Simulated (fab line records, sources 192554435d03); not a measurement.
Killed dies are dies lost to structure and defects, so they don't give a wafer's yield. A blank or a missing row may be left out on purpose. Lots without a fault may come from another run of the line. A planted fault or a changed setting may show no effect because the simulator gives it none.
fab line records | flow n5_finfet
record lots=7 wafers=39
route steps=1938 shown ZERO_LAYER@11 SD_EPI_N@288 SDB@347 MOL_CONTACT_COAG@559 BEOL_M0_SAQP@692 BEOL_M2@883 BEOL_M5@1174 BEOL_M7@1308 BEOL_M9@1467 BEOL_M11@1575 BEOL_M14@1716 BEOL_M15@1808 PASSIVATION@1936
start_h: hours from the record's first day to the start of the lot's first wafer shown | wait_h: hours since the lot's step before | " the same as in the row above | L1.1+2: a row that stands for several wafers | - no value, or no start given | * or withheld: withheld | < > ~ a bound
route shown NAME@n: a module of which the file shows steps, and the number in the route of the first | usual: mean/standard deviation of fault-free wafers | same: alike in all rows | chamber/n: place in a boat | sites: the reading at each site | _std_site: their standard deviation | _edge_site: outer sites' mean less inner sites' | radius_mm: how far each site lies from the wafer's centre | mask NAME#n: copy n | behind: the tool/chamber that last shaped the wafer | hold: why the lot was held/for how many hours/how that ended | device: the transistor (n, p or np) that didn't switch | end of line: the same wafers' tests at the end of the route | a step without rows: its recipe alone | killed: dies lost to structure and defects at the first sort, not the wafer's yield | map: a wafer's dies, x killed, . not, _ none there
set.NAME: the setting as run; set.NAME@STEP: as run at that earlier step | model.NAME: the simulator's own value behind a step, which no gauge read
lots whose settings were changed on purpose; a table a step, a row a wafer
## steps
# step N5_ZERO_LAYER_DEVELOP_10
# recipe develop_time_s=60 rinse_liquid=diw dry=air_spin dev_temp_c=21
# step N5_SD_EPI_N_EPI_21
# recipe material=Si:P dopant=P temp_c=680 pressure_torr=255 time_s=690
# step N5_SDB_HM_DEP_00
# recipe material=SiNx target_thk_a=400 temp_c=400 precursor=SiH4/NH3/N2 pressure_torr=1.5 rf_w=300 time_s=35.3
# step N5_MOL_CONTACT_COAG_ALD_27
# recipe material=SiOC target_thk_a=170 temp_c=400 ald_precursor_family=carbosiloxane ald_co_reactant=H2-plasma pulse_time_s=1.5 time_s=2720 purge_time_s=2 co_reactant_purge_time_s=2 ald_cycles=340 pressure_torr=2
# step N5_BEOL_M0_SAQP_DESCUM_45
# recipe chemistry=O2 time_s=7 source_power_w=50 bias_power_w=20 pressure_mtorr=20 rf_frequency_hz=2.712e+07 temp_c=40 resist=CAR-EUV o2_flow_sccm=225
# step N5_BEOL_M2_ETCHBACK_99
# recipe chemistry=CHF3 target=SiO2 target_depth_a=50 time_s=10.4 source_w=215 bias_w=47 Ar_flow_sccm=200 CHF3_flow_sccm=12 ion_energy_ev=100 pressure_mtorr=30
# step N5_BEOL_M2_SPUTTER_81
# recipe material=Cu target_thk_a=45 temp_c=-20 chamber_pressure_pa=0.07 power_w=withheld time_s=8.29
# step N5_BEOL_M5_CVD_47
# recipe material=Co target_thk_a=30 temp_c=withheld precursor=CCTBA/H2 pressure_torr=30 time_s=216
# step N5_BEOL_M7_TRENCH_ETCH_37
# recipe chemistry=C4F6/O2 target_depth_a=934.78 target=SiCOH_lowk time_s=31.2 ion_energy_ev=250 pressure_mtorr=30 source_w=345 bias_w=185 Ar_flow_sccm=300 C4F6_flow_sccm=10 O2_flow_sccm=10
# step N5_BEOL_M9_DEP_56
# recipe material=SiCN target_thk_a=150 temp_c=withheld precursor=3MS/NH3 pressure_torr=3 rf_w=202 time_s=26.5
# step N5_BEOL_M11_VIA_ETCH_34
# recipe chemistry=C4F6/O2 target=SiCOH_lowk target_depth_a=1845 mask_material=SOC taper_deg=4 time_s=69.2 ion_energy_ev=250 pressure_mtorr=30 source_w=345 bias_w=185 Ar_flow_sccm=300 C4F6_flow_sccm=10 O2_flow_sccm=10
# step N5_BEOL_M14_ILD_DEP_00
# recipe material=SiO2 target_thk_a=11193 temp_c=400 precursor=TEOS/O2 pressure_torr=6.5 rf_w=900 teos_flow_sccm=161.4 gas=O2 flow_sccm=2650 time_s=237.4
# step N5_BEOL_M15_ETCH_61
# recipe chemistry=N2/H2 target=BARC target_depth_a=890 overetch_a=267 time_s=67.9 ion_energy_ev=200 pressure_mtorr=30 source_w=840 bias_w=150 n2_flow_sccm=200 h2_flow_sccm=200
# step N5_PASSIVATION_PROBE_49
# usual defect_limited_yield=91.4/1.6 killed_dies=102/19 sort_n_pass=1078/19
# columns lot.wafer tool chamber start_h wait_h set.develop_time_s@ZERO_LAYER_DEVELOP_10 set.time_s@SD_EPI_N_EPI_21 set.time_s@SDB_HM_DEP_00 set.time_s@MOL_CONTACT_COAG_ALD_27 set.time_s@BEOL_M0_SAQP_DESCUM_45 set.time_s@BEOL_M2_ETCHBACK_99 set.target_thk_a@BEOL_M2_SPUTTER_81 set.target_thk_a@BEOL_M5_CVD_47 set.target_depth_a@BEOL_M7_TRENCH_ETCH_37 set.target_thk_a@BEOL_M9_DEP_56 set.target_depth_a@BEOL_M11_VIA_ETCH_34 set.target_thk_a@BEOL_M14_ILD_DEP_00 set.time_s@BEOL_M15_ETCH_61 defect_limited_yield[%] killed_dies sort_n_pass
L081.1 prober-01 - 319.94 0.0 60 690 41.45 2720 9.436 10.4 26.93 30 934.78 103.8 1845 11193 67.9 90.3 115 1065
L081.2 prober-01 - 319.99 0.1 50.49 690 41.45 3196 7 15.61 45 23.75 934.78 150 1034 11193 67.9 0 1180 0
L081.3 prober-01 - 320.04 0.1 60 690 41.45 3196 7 10.4 26.93 30 934.78 150 1034 6454 45.85 0 1180 0
L081.4 prober-01 - 320.09 0.2 50.49 690 35.3 2720 9.436 10.4 45 23.75 753 103.8 1845 6454 45.85 20.8 934 246
L081.5 prober-01 - 320.14 0.2 60 690 35.3 2720 7 15.61 45 30 753 150 1845 11193 45.85 11.6 1043 137
L081.6 prober-01 - 320.19 0.3 50.49 690 35.3 3196 9.436 15.61 26.93 23.75 753 103.8 1034 6454 67.9 0 1180 0
L086.1 prober-01 - 357.07 0.0 36.55 690 35.3 3200 3.531 10.4 67.09 30 934.78 97.77 1845 16780 67.9 91.5 100 1080
L086.2 prober-01 - 357.12 0.1 60 302.6 19.03 2720 3.531 10.4 45 30 1164 150 1845 11193 67.9 90.5 112 1065
L086.3 prober-01 - 357.17 0.1 60 302.6 35.3 2720 7 8.415 45 30 934.78 97.77 1845 16780 67.9 89.7 122 1058
L086.4 prober-01 - 357.22 0.2 36.55 302.6 35.3 3200 7 8.415 45 20.8 934.78 150 1845 11193 67.9 92.2 92 1029
L086.5 prober-01 - 357.27 0.2 60 690 19.03 3200 7 10.4 67.09 20.8 1164 97.77 1845 11193 67.9 90.2 116 1064
L086.6 prober-01 - 357.32 0.3 36.55 690 19.03 2720 3.531 8.415 67.09 20.8 1164 150 1845 16780 67.9 91.1 105 1075
L090.1 prober-02 - 371.78 0.0 95.78 690 21.55 2720 7 13.98 45 30 934.78 150 1845 14990 35.25 0 1180 0
L090.2 prober-02 - 371.83 0.1 60 690 21.55 2720 2.974 10.4 45 30 379.6 150 2631 14990 67.9 0 1180 0
L090.3 prober-02 - 371.88 0.1 95.78 690 35.3 2720 2.974 10.4 45 30 934.78 150 1845 11193 67.9 92.5 89 1091
L090.4 prober-02 - 371.93 0.2 60 690 21.55 2720 2.974 13.98 45 30 379.6 184.1 2631 11193 35.25 0 1180 0
L090.5 prober-02 - 371.98 0.2 60 690 35.3 2720 7 13.98 45 30 934.78 184.1 2631 11193 35.25 0 1180 0
L090.6 prober-02 - 372.03 0.3 95.78 690 35.3 2720 7 10.4 45 30 379.6 184.1 1845 14990 67.9 0 1180 0
L089.1 prober-01 - 381.01 0.0 60 690 35.3 2720 7 10.4 45 30 934.78 150 1845 11193 67.9 87.5 147 1033
L089.3 prober-01 - 381.11 0.1 60 690 35.3 2720 7 10.4 45 30 934.78 150 1845 11193 67.9 86.8 156 1024
L089.4 prober-01 - 381.16 0.2 60 690 35.3 2720 7 10.4 45 30 934.78 150 1845 11193 67.9 89.0 130 1050
L094.1 prober-01 - 400.61 0.0 60 690 35.3 1205 7 10.4 45 30 934.78 150 1845 11193 80.58 90.0 118 1062
L094.2 prober-01 - 400.66 0.1 83.69 279.6 14.5 2720 7 10.4 45 43.28 519.2 198 1845 11193 80.58 72.9 320 859
L094.3 prober-01 - 400.71 0.1 83.69 690 14.5 1205 3.431 10.4 71.12 30 519.2 150 895.6 11193 80.58 0 1180 0
L094.4 prober-01 - 400.76 0.2 60 279.6 35.3 2720 3.431 10.4 71.12 43.28 519.2 198 895.6 11193 67.9 0 1180 0
L094.5 prober-01 - 400.81 0.2 60 690 14.5 2720 3.431 10.4 45 30 934.78 198 895.6 11193 67.9 0 1180 0
L094.6 prober-01 - 400.86 0.3 83.69 279.6 35.3 1205 7 10.4 71.12 43.28 934.78 150 1845 11193 67.9 93.1 82 1098
L095.1 prober-01 - 422.22 0.0 60 690 55.37 2720 4.492 10.4 45 30 756.5 150 1845 6076 67.9 0 1180 0
L095.2 prober-01 - 422.27 0.1 94.89 282.5 35.3 2720 4.492 16.38 45 30 934.78 150 2368 6076 101.2 91.6 99 1010
L095.3 prober-01 - 422.32 0.1 94.89 282.5 35.3 2720 7 10.4 45 30 756.5 75.67 2368 6076 67.9 88.5 136 1024
L095.4 prober-01 - 422.37 0.2 60 690 35.3 1719 7 10.4 45 30 934.78 150 2368 11193 101.2 90.9 107 1073
L095.5 prober-01 - 422.42 0.2 94.89 690 55.37 1719 7 16.38 45 30 934.78 75.67 1845 11193 67.9 0 1180 0
L095.6 prober-01 - 422.47 0.3 60 282.5 55.37 1719 4.492 16.38 45 30 756.5 75.67 1845 11193 101.2 0 1180 0
L097.1 prober-01 - 431.08 0.0 60 690 48.69 1189 7 10.4 45 19.72 934.78 150 1845 11193 67.9 60.2 470 710
L097.2 prober-01 - 431.13 0.1 60 690 35.3 1189 7 10.4 45 30 934.78 107.7 1845 11193 67.9 92.6 87 1093
L097.3 prober-01 - 431.18 0.1 60 1103 48.69 2720 7 10.4 45 30 934.78 107.7 1845 11193 67.9 56.9 508 672
L097.4 prober-01 - 431.23 0.2 60 1103 48.69 1189 7 10.4 45 19.72 934.78 150 1233 11193 67.9 0 1180 0
L097.5 prober-01 - 431.28 0.2 60 1103 35.3 2720 7 10.4 45 19.72 934.78 107.7 1233 11193 67.9 0 1180 0
L097.6 prober-01 - 431.33 0.3 60 690 35.3 2720 7 10.4 45 30 934.78 150 1233 11193 67.9 0 1180 0
# killed by level:class
L081.1 BEOL_M0_SAQP:geometric_particle:open=20 BEOL_M0_SAQP:geometric_particle:short=15 GATE_CUT:geometric_particle:short=8 MOL_CONTACT_COAG:geometric_particle:open=7 BEOL_M1:geometric_particle:open=6 BEOL_M2:geometric_particle:open=6 BEOL_M4:geometric_particle:open=5 GATE_CUT:geometric_particle:open=4
L081.2 BEOL_M11:area_etch=1069 STI_FIN_REVEAL:geometric_particle:open=11 GATE_CUT:geometric_particle:short=10 MOL_CONTACT_COAG:geometric_particle:open=9 BEOL_M1:geometric_particle:open=9 BEOL_M0_SAQP:geometric_particle:open=8 BEOL_M2:geometric_particle:open=7 BEOL_M0_SAQP:geometric_particle:short=6
L081.3 BEOL_M11:area_etch=1079 GATE_CUT:geometric_particle:short=10 BEOL_M0_SAQP:geometric_particle:short=10 FIN_SAQP:geometric_particle:short=7 DUMMY_GATE:geometric_particle:open=7 BEOL_M0_SAQP:geometric_particle:open=7 BEOL_M1:geometric_particle:open=7 STI_FIN_REVEAL:geometric_particle:open=6
L081.4 BEOL_M15:area_etch=824 BEOL_M0_SAQP:geometric_particle:short=16 BEOL_M0_SAQP:geometric_particle:open=10 BEOL_M1:geometric_particle:open=10 MOL_CONTACT_COAG:geometric_particle:open=9 FIN_SAQP:geometric_particle:short=7 DUMMY_GATE:geometric_particle:open=7 GATE_CUT:geometric_particle:open=7
L081.5 BEOL_M15:area_etch=952 BEOL_M1:geometric_particle:open=11 DUMMY_GATE:geometric_particle:open=9 STARTING-WAFER:geometric_particle:open=7 FIN_SAQP:geometric_particle:short=6 BEOL_M0_SAQP:geometric_particle:open=6 STI_FIN_REVEAL:geometric_particle:open=5 BEOL_M0_SAQP:geometric_particle:short=5
L081.6 BEOL_M11:area_etch=1081 BEOL_M1:geometric_particle:open=11 STI_FIN_REVEAL:geometric_particle:open=10 BEOL_M0_SAQP:geometric_particle:short=10 MOL_CONTACT_COAG:geometric_particle:open=9 BEOL_M0_SAQP:geometric_particle:open=8 DUMMY_GATE:geometric_particle:open=7 GATE_CUT:geometric_particle:short=5
L086.1 FIN_SAQP:geometric_particle:open=17 STI_FIN_REVEAL:geometric_particle:open=13 DUMMY_GATE:geometric_particle:open=10 BEOL_M3:geometric_particle:open=7 BEOL_M2:geometric_particle:open=6 FIN_SAQP:geometric_particle:short=5 BEOL_M4:geometric_particle:open=5 DUMMY_GATE:geometric_particle:short=4
L086.2 STI_FIN_REVEAL:geometric_particle:open=13 FIN_SAQP:geometric_particle:open=8 FIN_SAQP:geometric_particle:short=7 BEOL_M1:geometric_particle:open=7 STI_FIN_REVEAL:geometric_particle:short=6 DUMMY_GATE:geometric_particle:open=6 MOL_CONTACT_COAG:geometric_particle:open=6 SPACER0:geometric_particle:open=4
L086.3 FIN_SAQP:geometric_particle:open=19 FIN_SAQP:geometric_particle:short=13 STI_FIN_REVEAL:geometric_particle:open=13 BEOL_M0_SAQP:geometric_particle:short=7 BEOL_M0_SAQP:geometric_particle:open=6 BEOL_M0:geometric_particle:open=6 BEOL_M4:geometric_particle:open=5 STARTING-WAFER:geometric_particle:open=5
L086.4 BEOL_M2:geometric_particle:open=10 BEOL_M1:geometric_particle:open=9 STI_FIN_REVEAL:geometric_particle:open=8 BEOL_M0_SAQP:geometric_particle:open=8 BEOL_M4:geometric_particle:open=7 FIN_SAQP:geometric_particle:open=6 FIN_SAQP:geometric_particle:short=4 DUMMY_GATE:geometric_particle:open=4
L086.5 STI_FIN_REVEAL:geometric_particle:open=22 BEOL_M2:geometric_particle:open=11 DUMMY_GATE:geometric_particle:open=10 MOL_CONTACT_COAG:geometric_particle:open=7 BEOL_M3:geometric_particle:open=7 FIN_SAQP:geometric_particle:open=5 FIN_SAQP:geometric_particle:short=4 BEOL_M0_SAQP:geometric_particle:short=4
L086.6 STI_FIN_REVEAL:geometric_particle:open=26 FIN_SAQP:geometric_particle:open=12 FIN_SAQP:geometric_particle:short=6 STI_FIN_REVEAL:geometric_particle:short=4 SPACER0:geometric_particle:short=4 BEOL_M4:geometric_particle:open=4 STARTING-WAFER:geometric_particle:open=4 BEOL_M1:geometric_particle:short=3
L090.1 BEOL_M15:area_etch=1089 MOL_CONTACT_COAG:geometric_particle:open=19 BEOL_M0_SAQP:geometric_particle:open=10 BEOL_M0_SAQP:geometric_particle:short=9 FIN_SAQP:geometric_particle:open=8 FIN_SAQP:geometric_particle:short=7 STI_FIN_REVEAL:geometric_particle:open=5 STARTING-WAFER:geometric_particle:open=5
L090.2 BEOL_M7:area_ecd=1103 FIN_SAQP:geometric_particle:short=9 FIN_SAQP:geometric_particle:open=9 MOL_CONTACT_COAG:geometric_particle:open=9 BEOL_M0_SAQP:geometric_particle:short=6 BEOL_M0:geometric_particle:open=5 STARTING-WAFER:geometric_particle:open=4 BEOL_M2:geometric_particle:short=4
L090.3 MOL_CONTACT_COAG:geometric_particle:open=12 FIN_SAQP:geometric_particle:open=11 STI_FIN_REVEAL:geometric_particle:open=5 BEOL_M0_SAQP:geometric_particle:short=5 DUMMY_GATE:geometric_particle:open=4 DUMMY_GATE:geometric_particle:short=4 BEOL_M6:geometric_particle:open=4 HKMG_FIN:area_etch=4
L090.4 BEOL_M7:area_ecd=1093 BEOL_M15:area_etch=19 MOL_CONTACT_COAG:geometric_particle:open=12 FIN_SAQP:geometric_particle:open=10 DUMMY_GATE:geometric_particle:open=8 FIN_SAQP:geometric_particle:short=5 BEOL_M9:geometric_particle:open=4 PASS1_CAP:geometric_particle:short=4
L090.5 BEOL_M15:area_etch=1099 FIN_SAQP:geometric_particle:open=10 MOL_CONTACT_COAG:geometric_particle:open=8 BEOL_M0_SAQP:geometric_particle:open=7 BEOL_M3:geometric_particle:open=6 FIN_SAQP:geometric_particle:short=5 BEOL_M0_SAQP:geometric_particle:short=5 BEOL_M0:geometric_particle:open=5
L090.6 BEOL_M7:area_ecd=1090 MOL_CONTACT_COAG:geometric_particle:open=11 FIN_SAQP:geometric_particle:short=6 DUMMY_GATE:geometric_particle:open=6 BEOL_M1:geometric_particle:short=6 HKMG_FIN:area_etch=5 MOL_CONTACT_COAG:geometric_particle:short=4 BEOL_M3:geometric_particle:open=4
L089.1 STI_FIN_REVEAL:geometric_particle:open=17 BEOL_M0_SAQP:geometric_particle:open=14 BEOL_M0_SAQP:geometric_particle:short=13 FIN_SAQP:geometric_particle:open=12 BEOL_M2:geometric_particle:open=9 DUMMY_GATE:geometric_particle:open=7 MOL_CONTACT_COAG:geometric_particle:open=7 BEOL_M3:geometric_particle:open=7
L089.3 BEOL_M1:geometric_particle:open=19 BEOL_M0_SAQP:geometric_particle:open=17 BEOL_M3:geometric_particle:open=15 FIN_SAQP:geometric_particle:open=14 MOL_CONTACT_COAG:geometric_particle:open=13 STI_FIN_REVEAL:geometric_particle:open=10 MOL_CONTACT_COAG:geometric_particle:short=8 BEOL_M0_SAQP:geometric_particle:short=8
L089.4 FIN_SAQP:geometric_particle:open=12 BEOL_M0_SAQP:geometric_particle:open=12 BEOL_M0_SAQP:geometric_particle:short=12 BEOL_M1:geometric_particle:open=11 BEOL_M3:geometric_particle:open=10 FIN_SAQP:geometric_particle:short=6 STI_FIN_REVEAL:geometric_particle:open=6 MOL_CONTACT_COAG:geometric_particle:open=6
L094.1 FIN_SAQP:geometric_particle:open=17 FIN_SAQP:geometric_particle:short=10 BEOL_M1:geometric_particle:open=10 STI_FIN_REVEAL:geometric_particle:open=9 MOL_CONTACT_COAG:geometric_particle:open=7 STI_FIN_REVEAL:geometric_particle:short=6 DUMMY_GATE:geometric_particle:open=6 BEOL_M2:geometric_particle:open=6
L094.2 BEOL_M7:area_ecd=203 FIN_SAQP:geometric_particle:open=16 FIN_SAQP:geometric_particle:short=15 MOL_CONTACT_COAG:geometric_particle:open=14 BEOL_M2:geometric_particle:open=11 STI_FIN_REVEAL:geometric_particle:open=8 BEOL_M0_SAQP:geometric_particle:short=7 GATE_CUT:geometric_particle:open=5
L094.3 BEOL_M11:area_etch=973 BEOL_M7:area_ecd=129 BEOL_M2:geometric_particle:open=12 FIN_SAQP:geometric_particle:short=9 BEOL_M1:geometric_particle:open=9 FIN_SAQP:geometric_particle:open=8 STI_FIN_REVEAL:geometric_particle:open=6 BEOL_M3:geometric_particle:open=4
L094.4 BEOL_M11:area_etch=901 BEOL_M7:area_ecd=166 FIN_SAQP:geometric_particle:open=13 BEOL_M2:geometric_particle:open=9 BEOL_M3:geometric_particle:open=9 FIN_SAQP:geometric_particle:short=8 MOL_CONTACT_COAG:geometric_particle:open=8 BEOL_M1:geometric_particle:open=8
L094.5 BEOL_M11:area_etch=1081 BEOL_M1:geometric_particle:open=15 MOL_CONTACT_COAG:geometric_particle:open=11 BEOL_M2:geometric_particle:open=10 STI_FIN_REVEAL:geometric_particle:open=6 FIN_SAQP:geometric_particle:short=5 BEOL_M0_SAQP:geometric_particle:short=4 BEOL_M2:geometric_particle:short=4
L094.6 STI_FIN_REVEAL:geometric_particle:open=9 MOL_CONTACT_COAG:geometric_particle:open=9 DUMMY_GATE:geometric_particle:open=8 BEOL_M2:geometric_particle:open=6 BEOL_M1:geometric_particle:open=5 FIN_SAQP:geometric_particle:short=4 FIN_SAQP:geometric_particle:open=4 BEOL_M0_SAQP:geometric_particle:open=4
L095.1 SDB:area_open=1062 STI_FIN_REVEAL:geometric_particle:open=27 BEOL_M1:geometric_particle:open=11 BEOL_M0_SAQP:geometric_particle:short=10 BEOL_M0_SAQP:geometric_particle:open=10 FIN_SAQP:geometric_particle:open=8 BEOL_M4:geometric_particle:open=8 FIN_SAQP:geometric_particle:short=5
L095.2 STI_FIN_REVEAL:geometric_particle:open=14 BEOL_M0_SAQP:geometric_particle:short=10 BEOL_M0_SAQP:geometric_particle:open=9 BEOL_M1:geometric_particle:open=9 BEOL_M4:geometric_particle:open=6 MOL_CONTACT_COAG:geometric_particle:open=5 FIN_SAQP:geometric_particle:open=4 FIN_SAQP:geometric_particle:short=3
L095.3 FIN_SAQP:geometric_particle:open=15 BEOL_M0_SAQP:geometric_particle:open=15 STI_FIN_REVEAL:geometric_particle:open=13 BEOL_M1:geometric_particle:open=13 BEOL_M4:geometric_particle:open=12 MOL_CONTACT_COAG:geometric_particle:open=11 BEOL_M0_SAQP:geometric_particle:short=8 DUMMY_GATE:geometric_particle:open=7
L095.4 BEOL_M0_SAQP:geometric_particle:short=14 STI_FIN_REVEAL:geometric_particle:open=11 MOL_CONTACT_COAG:geometric_particle:open=10 FIN_SAQP:geometric_particle:short=7 FIN_SAQP:geometric_particle:open=6 GATE_CUT:geometric_particle:open=6 BEOL_M0_SAQP:geometric_particle:open=6 GATE_CUT:geometric_particle:short=5
L095.5 SDB:area_open=1071 FIN_SAQP:geometric_particle:open=19 BEOL_M0_SAQP:geometric_particle:short=12 STI_FIN_REVEAL:geometric_particle:open=11 BEOL_M0_SAQP:geometric_particle:open=11 BEOL_M4:geometric_particle:open=10 MOL_CONTACT_COAG:geometric_particle:open=9 BEOL_M1:geometric_particle:open=8
L095.6 SDB:area_open=1076 FIN_SAQP:geometric_particle:open=13 STI_FIN_REVEAL:geometric_particle:open=11 BEOL_M0_SAQP:geometric_particle:short=9 BEOL_M2:geometric_particle:open=7 BEOL_M0_SAQP:geometric_particle:open=7 BEOL_M6:geometric_particle:open=6 BEOL_M1:geometric_particle:open=6
L097.1 SDB:area_open=373 BEOL_M0_SAQP:geometric_particle:short=10 BEOL_M0_SAQP:geometric_particle:open=10 MOL_CONTACT_COAG:geometric_particle:open=9 FIN_SAQP:geometric_particle:short=8 BEOL_M3:geometric_particle:open=7 FIN_SAQP:geometric_particle:open=5 ILD0:geometric_particle:short=4
L097.2 BEOL_M3:geometric_particle:open=11 BEOL_M0_SAQP:geometric_particle:short=8 FIN_SAQP:geometric_particle:short=6 BEOL_M0_SAQP:geometric_particle:open=6 STI_FIN_REVEAL:geometric_particle:open=5 BEOL_M1:geometric_particle:open=5 BEOL_M4:geometric_particle:open=5 FIN_SAQP:geometric_particle:open=4
L097.3 SDB:area_open=393 BEOL_M0_SAQP:geometric_particle:open=16 BEOL_M0_SAQP:geometric_particle:short=11 STI_FIN_REVEAL:geometric_particle:open=10 MOL_CONTACT_COAG:geometric_particle:open=7 BEOL_M4:geometric_particle:open=7 GATE_CUT:geometric_particle:short=6 BEOL_M2:geometric_particle:open=5
L097.4 SDB:area_open=739 BEOL_M11:area_etch=345 BEOL_M0_SAQP:geometric_particle:short=15 MOL_CONTACT_COAG:geometric_particle:open=10 BEOL_M0_SAQP:geometric_particle:open=10 BEOL_M4:geometric_particle:open=6 FIN_SAQP:geometric_particle:short=5 BEOL_M3:geometric_particle:open=5
L097.5 BEOL_M11:area_etch=1085 MOL_CONTACT_COAG:geometric_particle:open=13 BEOL_M4:geometric_particle:open=12 BEOL_M0_SAQP:geometric_particle:short=11 MOL_CONTACT_COAG:geometric_particle:short=9 BEOL_M0_SAQP:geometric_particle:open=6 BEOL_M3:geometric_particle:open=5 GATE_CUT:geometric_particle:open=4
L097.6 BEOL_M11:area_etch=1084 BEOL_M0_SAQP:geometric_particle:open=14 MOL_CONTACT_COAG:geometric_particle:open=10 BEOL_M0_SAQP:geometric_particle:short=10 GATE_CUT:geometric_particle:short=8 BEOL_M3:geometric_particle:open=7 MOL_CONTACT_COAG:geometric_particle:short=4 DUMMY_GATE:geometric_particle:open=3
## key
split step=N5_ZERO_LAYER_DEVELOP_10 setting=develop_time_s stated_as=60
response none clear
split step=N5_SD_EPI_N_EPI_21 setting=time_s stated_as=690
response none clear
split step=N5_SDB_HM_DEP_00 setting=time_s stated_as=35.3
response none clear
split step=N5_MOL_CONTACT_COAG_ALD_27 setting=time_s stated_as=2720
response none clear
split step=N5_BEOL_M0_SAQP_DESCUM_45 setting=time_s stated_as=7
response none clear
split step=N5_BEOL_M2_ETCHBACK_99 setting=time_s stated_as=10.4
response none clear
split step=N5_BEOL_M2_SPUTTER_81 setting=target_thk_a stated_as=45
response none clear
split step=N5_BEOL_M5_CVD_47 setting=target_thk_a stated_as=30
response none clear
split step=N5_BEOL_M7_TRENCH_ETCH_37 setting=target_depth_a stated_as=934.78
response none clear
split step=N5_BEOL_M9_DEP_56 setting=target_thk_a stated_as=150
response none clear
split step=N5_BEOL_M11_VIA_ETCH_34 setting=target_depth_a stated_as=1845
response step=N5_PASSIVATION_PROBE_49 reading=defect_limited_yield slope=+1.21 per=1% together_with=all explained=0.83
response step=N5_PASSIVATION_PROBE_49 reading=killed_dies slope=-14.3 per=1% together_with=all explained=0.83
response step=N5_PASSIVATION_PROBE_49 reading=sort_n_pass slope=+14 per=1% together_with=all explained=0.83
split step=N5_BEOL_M14_ILD_DEP_00 setting=target_thk_a stated_as=11193
response none clear
split step=N5_BEOL_M15_ETCH_61 setting=time_s stated_as=67.9
response none clear
